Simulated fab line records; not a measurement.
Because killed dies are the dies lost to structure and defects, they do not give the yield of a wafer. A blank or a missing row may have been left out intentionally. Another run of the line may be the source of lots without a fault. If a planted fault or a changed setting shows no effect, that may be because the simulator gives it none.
Lot-split experiment	flow n5-finfet	21 wafers read from 7 lots, route of 1938 steps

## SPLIT DETAILS
At N5_DUMMY_GATE_HM_DEP_06 (deposits SiNx from DCS/NH3, target thk 80 nm, time 5141 s), the setting time-s was moved away from the recipe's 5141 s on 15 of the 21 wafers read, by -5.7% to +13.0%. This setting was run at the recipe's value on the other wafers.

The reading is taken at the split's own step.

## THE READING
SiNx_of_DUMMY_GATE_HM_DEP_06.thk-nm (the simulator's own value, which no gauge read), in nm, at N5_DUMMY_GATE_HM_DEP_06 (deposits SiNx from DCS/NH3, target thk 80 nm, time 5141 s). The file gives no usual value for it. The 6 wafers here that ran the recipe average 80.3 nm, standard deviation 1.1 nm.

wafer	tool, chamber at the split	time-s as run, s	against the recipe	SiNx_of_DUMMY_GATE_HM_DEP_06.thk-nm, nm	against lot-mates on the recipe
L078.1	-, -	5768	+12.2%	89.6	no lot-mate on the recipe
L078.3	-, -	5768	+12.2%	89.8	no lot-mate on the recipe
L078.6	-, -	5768	+12.2%	90.2	no lot-mate on the recipe
L083.1	lpcvd-02, 1/40	5141	recipe	78.8	-
L083.2	lpcvd-02, 1/45	5141	recipe	79.2	-
L083.6	lpcvd-02, 1/64	5141	recipe	79.6	-
L088.4	-, -	5811	+13.0%	90.4	no lot-mate on the recipe
L088.6	-, -	5811	+13.0%	90.4	no lot-mate on the recipe
L088.5	-, -	5811	+13.0%	90.2	no lot-mate on the recipe
L089.1	-, -	5340	+3.9%	81.6	no lot-mate on the recipe
L089.3	-, -	5340	+3.9%	81.4	no lot-mate on the recipe
L089.5	-, -	5340	+3.9%	81.2	no lot-mate on the recipe
L093.1	-, -	5141	recipe	81.2	-
L093.3	-, -	5141	recipe	81	-
L093.6	-, -	5141	recipe	81.8	-
L094.1	-, -	4846	-5.7%	75.8	no lot-mate on the recipe
L094.2	-, -	4846	-5.7%	75.8	no lot-mate on the recipe
L094.5	-, -	4846	-5.7%	75.2	no lot-mate on the recipe
L096.1	-, -	5443	+5.9%	85	no lot-mate on the recipe
L096.2	-, -	5443	+5.9%	84.4	no lot-mate on the recipe
L096.5	-, -	5443	+5.9%	85.4	no lot-mate on the recipe

FIT RESULTS
A straight line over all 21 wafers: SiNx_of_DUMMY_GATE_HM_DEP_06.thk-nm changes by +0.789 nm for each +1% of time-s; r = +0.98; the points scatter about the line by 0.96 nm.
Too few moved wafers have a lot-mate on the recipe to fit a line with each lot's own level taken away.

## FILE'S OWN FIT
SiNx_of_DUMMY_GATE_HM_DEP_06.thk-nm changes by +0.789 nm for each +1% of time-s, r = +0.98.
